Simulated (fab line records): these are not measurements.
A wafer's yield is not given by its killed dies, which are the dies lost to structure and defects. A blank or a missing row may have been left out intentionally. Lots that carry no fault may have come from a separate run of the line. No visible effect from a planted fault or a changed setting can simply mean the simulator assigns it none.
fab line records | flow nand_harc
[record] lots = 11 wafers = 33 last_day = 33
route steps=1302 shown A_STAIRCASE@683 END@1302
lots that met no fault: taken from a fault-free run of the same line
start_h: hours from the record's first day to the start of the lot's first wafer shown | wait_h: time in hours since the lot's previous step | " as in the row above | L1.1+2: several wafers, shown together as one row | - either no value or no given start | * or withheld: withheld | < > ~ a bound
route shown NAME@n: names a module that has steps shown in the file, with the first one's number in the route | usual: mean and standard deviation over wafers with no fault | same: alike in all rows | chamber/n: place in a boat | sites: each site's reading | _std_site: how widely they spread, as a standard deviation | _edge_site: the outer-site mean with the inner-site mean subtracted | radius_mm: how far each site lies from the wafer's centre | mask NAME#n: copy n | behind: the tool/chamber that last shaped the wafer | hold: the reason the lot was held/the length of the hold in hours/how it ended | device: the n, p or np transistor that did not switch | end of line: the tests these same wafers got at the end of their route | for a step that has no rows: nothing shown but its recipe | killed: dies that structure and defects cost at the first sort, which is not the same as the wafer's yield | map: the dies of a wafer, with x for killed, . for not killed, _ for no die there
set.NAME: the setting the step ran with; set.NAME@STEP: the setting that earlier step ran with | model.NAME: the simulator's own value behind a step, which no gauge read
one table for each step of the route and one row for each wafer, over a sample of lots
services: the hour from which a tool's chamber was out of use, counted from the record's first day as start_h (under 0 if before that day), plus the number of hours and why
[[steps]]
[step NHARC_A_STAIRCASE_TRIM_26]
[recipe] time_s = 211.2 o2_flow_sccm = 500 ar_flow_sccm = 0 bias_w = 0 chemistry = O2
[usual] chamber_pressure_mTorr = 60.01/0.058 drypump_motor_current_A = 5.8/0.43 oes_product_au = 1.001/0.011 rf_vpp_V = 57.8/0.85 showerhead_plenum_p_Torr = 3.53/0.14 throttle_valve_pct = 17.035/0.0084
// columns lot.wafer tool chamber start_h wait_h chamber_pressure_mTorr drypump_motor_current_A oes_product_au rf_hours_counter_h rf_vpp_V showerhead_plenum_p_Torr throttle_valve_pct
L714.2 rie_diel-04 0 - - 59.99 6.1 0.985 4 59.7 3.65 17.028
L714.4 " 0 " " 59.94 6.1 1.004 - 57.9 3.65 17.034
L714.6 " 0 " " 60.00 6.1 0.988 - 57.6 3.65 17.034
L715.4 rie_diel-13 1 - - 60.11 5.6 0.994 14 57.6 3.80 17.024
L715.1 " 3 " " 59.99 6.6 0.995 14 55.8 3.32 17.047
L715.6 " 1 " " 60.03 5.5 1.001 - 57.8 3.80 17.036
L718.2 rie_diel-04 3 - - 59.96 6.4 1.023 8 57.6 3.43 17.033
L718.6 " 1 " " 60.00 4.8 0.991 - 58.4 3.70 17.038
L718.5 " 2 " " 60.07 6.1 1.012 - 57.7 3.80 17.037
L720.4 rie_diel-08 1 - - 60.03 5.9 0.997 14 58.6 3.49 17.037
L720.1 " 0 " " 60.08 5.6 1.014 14 56.7 3.56 17.027
L720.6 " 1 " " 59.93 5.9 0.996 - 58.7 3.49 17.031
L724.1 rie_diel-08 0 - - 60.12 5.5 1.001 22 57.9 3.55 17.035
L724.5 " 1 " " 60.15 5.9 1.009 - 57.2 3.48 17.039
L724.6 " 0 " " 59.94 5.5 1.007 - 59.0 3.56 17.038
L726.4 rie_diel-04 3 - - 59.96 6.4 1.004 33 59.2 3.42 17.046
L726.2 " 0 " " 60.12 6.1 0.985 41 58.1 3.63 17.048
L726.6 " 0 " " 60.01 6.1 0.990 - 57.8 3.63 17.039
L728.1 rie_diel-13 2 - - 59.95 5.9 1.012 53 57.6 3.52 17.027
L728.4 " 0 " " 60.06 5.9 0.989 57 57.2 3.40 17.029
L728.5 " 1 " " 59.93 5.5 0.988 - 58.4 3.78 17.046
L730.4 rie_diel-04 0 - - 60.00 6.1 0.984 6 57.0 3.62 17.033
L730.5 " 3 " " 60.15 6.4 0.994 - 57.5 3.41 17.036
L730.6 " 0 " " 60.04 6.1 0.988 - 59.5 3.62 17.038
L731.3 rie_diel-13 2 - - 60.05 5.9 1.020 12 57.2 3.52 17.029
L731.2 " 1 " " 60.03 5.5 1.005 9 57.6 3.77 17.021
L731.6 " 3 " " 59.96 6.6 1.001 - 57.7 3.29 17.039
L732.1 rie_diel-08 3 - - 60.00 5.5 1.008 2 58.0 3.37 17.048
L732.4 " 0 " " 59.92 5.5 1.014 2 57.0 3.54 17.028
L732.5 " 2 " " 60.05 5.4 1.007 - 58.7 3.51 17.031
L735.4 rie_diel-13 3 - - 59.94 6.6 0.984 22 56.5 3.29 17.040
L735.2 " 0 " " 59.94 5.9 0.998 21 58.5 3.38 17.046
L735.5 " 1 " " 60.06 5.6 0.989 - 59.0 3.76 17.019
[step NHARC_A_STAIRCASE_DESCUM_186]
[recipe] time_s = 3 o2_flow_sccm = 200 ar_flow_sccm = 0 bias_power_w = 0 chemistry = O2
[usual] chamber_pressure_mTorr = 60.00/0.051 drypump_motor_current_A = 5.9/0.48 oes_product_au = 0.999/0.011 rf_vpp_V = 57.9/0.87 showerhead_plenum_p_Torr = 1.93/0.096 throttle_valve_pct = 11.311/0.0097
// columns lot.wafer tool chamber start_h wait_h chamber_pressure_mTorr drypump_motor_current_A oes_product_au rf_hours_counter_h rf_vpp_V showerhead_plenum_p_Torr throttle_valve_pct
L714.4 rie_diel-04 0 378.11 - 59.96 6.1 0.991 4 58.2 1.98 11.305
L714.2 " 1 " " 59.98 4.8 0.984 4 59.6 2.02 11.311
L714.6 " 3 " " 60.10 6.4 1.005 - 58.4 1.86 11.300
L715.1 rie_diel-04 3 392.25 - 59.98 6.4 1.001 1 57.6 1.86 11.296
L715.4 " 1 " " 60.05 4.8 1.003 8 57.0 2.02 11.308
L715.6 " 3 " " 60.04 6.4 0.994 - 58.0 1.86 11.328
L718.2 rie_diel-13 2 417.54 - 60.02 5.9 1.019 24 55.9 1.92 11.313
L718.6 " 1 " " 59.97 5.5 1.001 - 57.9 2.07 11.315
L718.5 " 2 " " 60.02 5.9 1.019 - 58.3 1.92 11.294
L720.1 rie_diel-13 0 439.76 - 60.06 5.9 0.989 34 57.9 1.84 11.318
L720.6 " 0 " " 59.93 5.9 0.997 - 56.0 1.84 11.309
L720.4 " 1 " " 60.00 5.5 0.989 - 58.3 2.06 11.296
L724.1 rie_diel-04 1 469.94 - 59.93 4.8 0.989 26 58.7 2.01 11.323
L724.6 " 2 " " 59.95 6.0 1.012 - 57.4 2.07 11.309
L724.5 " 3 " " 59.97 6.4 1.004 - 57.4 1.85 11.307
L726.2 rie_diel-04 3 500.23 - 60.00 6.4 0.997 34 56.1 1.85 11.322
L726.4 " 2 " " 59.99 6.0 1.012 34 57.3 2.06 11.312
L726.6 " 3 " " 60.04 6.3 0.998 - 57.8 1.85 11.322
L728.1 rie_diel-08 0 519.44 - 59.97 5.5 1.015 42 58.7 1.92 11.292
L728.4 " 2 " " 59.91 5.4 1.000 38 58.8 1.90 11.313
L728.5 " 1 " " 60.18 5.9 1.002 - 58.2 1.88 11.312
L730.4 rie_diel-04 3 553.06 - 60.00 6.4 1.005 6 58.3 1.84 11.293
L730.5 " 1 " " 59.94 4.8 0.995 - 59.8 2.00 11.311
L730.6 " 2 " " 60.00 6.0 1.017 - 58.7 2.06 11.332
L731.3 rie_diel-04 3 555.32 - 60.02 6.4 1.006 7 56.9 1.84 11.317
L731.2 " 0 " " 60.04 6.0 0.979 7 58.1 1.96 11.312
L731.6 " 3 " " 59.97 6.4 0.999 - 58.5 1.84 11.325
L732.4 rie_diel-04 2 561.83 - 60.05 6.0 1.015 9 58.1 2.06 11.321
L732.1 " 3 " " 59.95 6.4 1.006 9 57.9 1.84 11.303
L732.5 " 2 " " 60.00 6.0 1.017 - 58.6 2.06 11.309
L735.4 rie_diel-13 1 589.67 - 60.07 5.5 0.991 23 59.1 2.05 11.313
L735.2 " 2 " " 59.96 5.9 1.025 25 58.2 1.90 11.307
L735.5 " 0 " " 60.03 5.9 1.005 - 58.0 1.83 11.312
[step NHARC_A_STAIRCASE_TRIM_198]
[recipe] time_s = 211.2 o2_flow_sccm = 500 ar_flow_sccm = 0 bias_w = 0 chemistry = O2
[usual] chamber_pressure_mTorr = 60.00/0.053 drypump_motor_current_A = 5.8/0.47 oes_product_au = 1.001/0.012 rf_vpp_V = 57.8/0.96 showerhead_plenum_p_Torr = 3.56/0.14 throttle_valve_pct = 17.038/0.0095
// columns lot.wafer tool chamber start_h wait_h chamber_pressure_mTorr drypump_motor_current_A oes_product_au rf_hours_counter_h rf_vpp_V showerhead_plenum_p_Torr throttle_valve_pct
L714.4 rie_diel-04 0 - - 60.04 6.1 0.983 5 57.9 3.65 17.024
L714.2 " 3 " " 60.05 6.4 1.018 0 57.3 3.44 17.038
L714.6 " 0 " " 59.95 6.1 0.991 - 58.1 3.65 17.045
L715.4 rie_diel-04 0 - - 60.00 6.1 0.992 8 58.3 3.65 17.053
L715.1 " 2 " " 60.04 6.0 1.022 6 58.8 3.80 17.030
L715.6 " 1 " " 59.98 4.8 0.994 - 57.6 3.71 17.043
L718.2 rie_diel-04 2 - - 60.02 6.0 1.011 12 59.1 3.80 17.049
L718.6 " 1 " " 60.06 4.8 0.990 - 58.2 3.70 17.027
L718.5 " 2 " " 59.96 6.0 1.012 - 58.5 3.80 17.045
L720.1 rie_diel-04 2 - - 60.02 6.0 1.008 18 58.0 3.80 17.021
L720.4 " 3 " " 60.04 6.4 1.006 15 58.3 3.43 17.033
L720.6 " 2 " " 60.02 6.0 1.011 - 59.5 3.80 17.034
L724.1 rie_diel-04 2 - - 59.99 6.0 1.003 26 59.3 3.79 17.039
L724.6 " 2 " " 59.97 6.0 1.015 - 58.8 3.79 17.048
L724.5 " 3 " " 59.99 6.4 1.005 - 55.5 3.42 17.033
L726.2 rie_diel-04 3 - - 60.04 6.4 1.009 35 57.2 3.42 17.045
L726.4 " 1 " " 60.10 4.8 0.998 38 58.2 3.69 17.057
L726.6 " 2 " " 59.97 6.0 1.022 - 57.7 3.79 17.028
L728.4 rie_diel-04 1 - - 60.00 4.8 0.985 43 58.8 3.69 17.034
L728.1 " 3 " " 60.00 6.4 1.003 41 57.8 3.42 17.053
L728.5 " 1 " " 60.08 4.8 0.991 - 58.0 3.69 17.026
L730.4 rie_diel-04 2 - - 60.04 6.0 1.031 7 58.3 3.78 17.023
L730.5 " 1 " " 60.07 4.8 0.991 - 58.0 3.68 17.051
L730.6 " 2 " " 60.04 6.0 1.022 - 59.7 3.78 17.053
L731.2 rie_diel-08 1 - - 60.01 5.9 0.981 1 57.3 3.47 17.025
L731.3 " 2 " " 59.97 5.4 1.008 1 56.8 3.51 17.033
L731.6 " 1 " " 60.01 5.9 0.988 - 56.9 3.47 17.038
L732.4 rie_diel-08 1 - - 59.94 6.0 0.982 2 58.3 3.47 17.029
L732.1 " 2 " " 60.02 5.4 1.008 2 57.9 3.51 17.052
L732.5 " 2 " " 60.04 5.4 1.008 - 58.7 3.51 17.036
L735.2 rie_diel-04 0 - - 60.06 6.1 0.977 18 58.1 3.61 17.033
L735.4 " 1 " " 59.97 4.8 0.991 17 56.1 3.67 17.047
L735.5 " 0 " " 60.10 6.1 0.977 - 59.8 3.61 17.030
[step NHARC_A_STAIRCASE_ETCH_203]
[recipe] target_depth_a = 1000 time_s = 40.5 ion_energy_ev = 400 c4f8_flow_sccm = 20 o2_flow_sccm = 10 ar_flow_sccm = withheld rf_w = 600 bias_w = 1000 chemistry = C4F8/O2
[usual] bias_w = 999/3.1 chamber_pressure_mTorr = 24.994/0.025 oes_product_au = 0.945/0.014 rf_vpp_V = 897/5.2
// columns lot.wafer tool chamber start_h wait_h bias_w chamber_pressure_mTorr oes_product_au rf_hours_counter_h rf_vpp_V
L714.4 rie_diel-04 3 380.10 - 1000 25.016 0.952 1 892
L714.2 " 0 " " 1002 24.969 0.932 5 901
L714.6 " 2 " " 1000 24.984 0.959 - 906
L715.1 rie_diel-04 3 394.41 - 999 24.994 0.953 2 892
L715.4 " 0 " " 1000 25.034 0.927 9 899
L715.6 " 3 " " 1003 24.990 0.950 - 893
L718.2 rie_diel-04 0 419.62 - 1000 25.056 0.945 16 900
L718.6 " 0 " " 999 24.957 0.946 - 900
L718.5 " 1 " " 990 24.974 0.956 - 903
L720.1 rie_diel-04 3 442.18 - 999 24.981 0.934 16 892
L720.4 " 1 " " 1003 24.977 0.927 20 902
L720.6 " 0 " " 1002 24.973 0.917 - 901
L724.1 rie_diel-04 3 472.15 - 1001 24.986 0.931 26 892
L724.5 " 1 " " 1004 24.982 0.930 - 902
L724.6 " 2 " " 1001 24.978 0.945 - 905
L726.2 rie_diel-04 3 502.80 - 996 24.972 0.943 35 893
L726.4 " 0 " " 998 24.990 0.918 43 900
L726.6 " 1 " " 995 25.001 0.925 - 902
L728.1 rie_diel-04 1 522.26 - - - - - -
L728.4 " 3 " " - - - - -
L728.5 " 0 " " - - - - -
L730.4 rie_diel-04 0 555.04 - - - - - -
L730.6 " 0 " " - - - - -
L730.5 " 1 " " - - - - -
L731.2 rie_diel-08 1 557.32 - - - - - -
L731.3 " 3 " " - - - - -
L731.6 " 1 " " - - - - -
L732.4 rie_diel-08 0 563.88 - 997 25.004 0.980 2 897
L732.1 " 1 " " 999 25.001 0.951 2 896
L732.5 " 1 " " 996 24.985 0.938 - 892
L735.4 rie_diel-04 2 593.20 - 1002 25.000 0.957 21 905
L735.2 " 3 " " 1004 24.967 0.946 22 891
L735.5 " 3 " " 1001 25.038 0.944 - 892
[step NHARC_END_SORT_01]
[recipe] temp_c = 25
[usual] killed_at_array = 55/20 killed_at_other = 1.2/1.3 killed_at_periphery = 4.0/3 killed_dies = 60/21 killed_open = 3.2/1.9 killed_short = 2.5/1.6
[same] gross_dies = 677
// columns lot.wafer tool chamber start_h wait_h killed_at_array killed_at_other killed_at_periphery killed_dies killed_open killed_short
L728.1 prober-01 0 723.70 2.5 674 1 2 677 1 4
L728.4 prober-01 0 726.09 3.4 674 1 2 677 6 1
L728.5 prober-01 0 726.88 3.7 671 2 4 677 5 5
L731.2 prober-01 0 763.77 2.8 676 1 0 677 3 2
L731.3 prober-01 0 764.56 3.1 671 0 6 677 2 3
L731.6 prober-01 0 766.94 4.0 674 0 3 677 3 4
L730.4 prober-02 0 767.45 3.4 662 2 13 677 6 3
L730.5 prober-02 0 768.25 3.7 662 3 12 677 2 1
L730.6 prober-02 0 769.05 4.0 663 2 12 677 4 0
// killed by level:class
L728.1 A_STAIRCASE:area_etch=620 A_CHANNEL_HOLE_D2:chamber_film_flake=18 A_CHANNEL_HOLE_D1:chamber_film_flake=12 A_CONTACT:chamber_film_flake=5 A_WL_FILL:chamber_film_flake=4 A_STAIRCASE:chamber_film_flake=3 A_SLIT:chamber_film_flake=3 A_DECK1_JOINT:chamber_film_flake=2
L728.4 A_STAIRCASE:area_etch=633 A_CHANNEL_HOLE_D2:chamber_film_flake=20 A_CHANNEL_HOLE_D1:chamber_film_flake=5 A_ZERO_WELL:chamber_film_flake=3 A_STAIRCASE:chamber_film_flake=2 A_SLIT:chamber_film_flake=2 A_WL_FILL:chamber_film_flake=2 P_M1:geometric_particle:open=1
L728.5 A_STAIRCASE:area_etch=622 A_CHANNEL_HOLE_D2:chamber_film_flake=15 A_CHANNEL_HOLE_D1:chamber_film_flake=6 A_STAIRCASE:chamber_film_flake=6 A_SLIT:chamber_film_flake=4 A_WL_FILL:chamber_film_flake=3 A_CHANNEL_FILL_D1:geometric_particle:short=2 A_DECK1_JOINT:geometric_particle:open=2
L731.2 A_STAIRCASE:area_etch=622 A_SLIT:chamber_film_flake=19 A_CHANNEL_HOLE_D1:chamber_film_flake=14 A_CHANNEL_HOLE_D2:chamber_film_flake=12 A_CONTACT:chamber_film_flake=3 A_DECK1_JOINT:geometric_particle:open=1 A_SGD_CUT:geometric_particle:short=1 A_WL_FILL:geometric_particle:short=1
L731.3 A_STAIRCASE:area_etch=613 A_SLIT:chamber_film_flake=20 A_CHANNEL_HOLE_D2:chamber_film_flake=19 A_CHANNEL_HOLE_D1:chamber_film_flake=8 A_CONTACT:chamber_film_flake=6 A_STAIRCASE:chamber_film_flake=2 P_GATE:geometric_particle:short=1 P_CONTACT:geometric_particle:open=1
L731.6 A_STAIRCASE:area_etch=609 A_CHANNEL_HOLE_D2:chamber_film_flake=27 A_SLIT:chamber_film_flake=21 A_STAIRCASE:chamber_film_flake=5 A_ONON_D2:geometric_particle:short=3 A_CHANNEL_HOLE_D1:chamber_film_flake=3 A_ONON_D2:geometric_particle:open=2 P_M0:geometric_particle:short=1
L730.4 A_STAIRCASE:area_etch=619 A_SLIT:chamber_film_flake=18 P_M2:chamber_film_flake=6 A_DECK1_JOINT:chamber_film_flake=4 A_STAIRCASE:chamber_film_flake=4 A_CONTACT:chamber_film_flake=4 P_ZERO_WELL:chamber_film_flake=3 P_GATE:chamber_film_flake=3
L730.5 A_STAIRCASE:area_etch=613 A_SLIT:chamber_film_flake=29 A_CHANNEL_HOLE_D1:chamber_film_flake=11 P_M2:chamber_film_flake=5 A_STAIRCASE:chamber_film_flake=4 P_ZERO_WELL:chamber_film_flake=3 P_GATE:chamber_film_flake=3 HYBRID_BOND:chamber_film_flake=3
L730.6 A_STAIRCASE:area_etch=619 A_SLIT:chamber_film_flake=19 A_CHANNEL_HOLE_D1:chamber_film_flake=7 A_WL_FILL:chamber_film_flake=6 P_M2:chamber_film_flake=5 A_DECK1_JOINT:chamber_film_flake=4 A_CHANNEL_FILL_D1:geometric_particle:open=2 P_STI:chamber_film_flake=2
[[services]]
// columns tool chamber start_h hours kind
rie_diel-04 - 356.45 9.0 pm
rie_diel-04 0 356.45 9.0 vent_cycle
rie_diel-04 1 356.45 9.0 vent_cycle
rie_diel-04 2 356.45 9.0 vent_cycle
rie_diel-04 3 356.45 9.0 vent_cycle
rie_diel-04 0 365.45 - clean
rie_diel-04 2 365.45 - clean
rie_diel-04 2 365.45 - consumable_replace:showerhead
rie_diel-04 3 365.45 - clean
rie_diel-04 3 365.45 - consumable_replace:focus_ring
rie_diel-04 3 366.72 9.6 repair
rie_diel-08 - 368.13 9.0 pm
rie_diel-04 3 380.24 6.1 repair
rie_diel-04 0 389.95 - clean
rie_diel-04 1 389.95 - clean
rie_diel-04 2 389.95 - clean
rie_diel-04 1 398.20 6.0 repair
rie_diel-08 2 464.98 26.5 repair
rie_diel-13 1 502.11 6.3 repair
rie_diel-13 3 503.17 2.0 repair
rie_diel-13 - 519.06 9.0 pm
rie_diel-04 - 533.45 9.0 pm
rie_diel-08 - 545.13 9.0 pm
rie_diel-13 0 590.19 16.5 repair
[[key]]
[first_sign] step = NHARC_A_STAIRCASE_ETCH_203 reading = tool_record direction = missing
[effect] step = NHARC_END_SORT_01 reading = killed_at_array direction = up sigmas = 30 usual = 55 struck = 670
[more_kills_born_at] NHARC_A_STAIRCASE_ETCH_203@rie_diel-04 = 3726 NHARC_A_STAIRCASE_ETCH_203@rie_diel-08 = 1845
met_at NHARC_A_STAIRCASE_ETCH_203
struck_lots L728,L730,L731
later_rows_left_out L728.1,L728.4,L728.5,L730.4,L730.5,L730.6,L731.2,L731.3,L731.6
tester_left_out L728,L730,L731
not_acting_at NHARC_A_STAIRCASE_TRIM_26,NHARC_A_STAIRCASE_DESCUM_186,NHARC_A_STAIRCASE_TRIM_198
onset_between 502.80 522.26
[fault] kind = skipped_step_whole tool = rie_diel-04,rie_diel-08 chamber = - onset_h = 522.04 steps = NHARC_A_STAIRCASE_ETCH_203 scope = struck_lots_only
// tester_left_out: of these lots the tester's yield and bins aren't shown, on N5 and GAA mostly nor the transistor test; their killed dies are dies lost to structure and defects alone, not to doping, threshold or leakage, so they don't give the yield
// later_rows_left_out: the simulator's readings of these wafers behind a module that went badly wrong aren't trusted and aren't shown, but for the sort
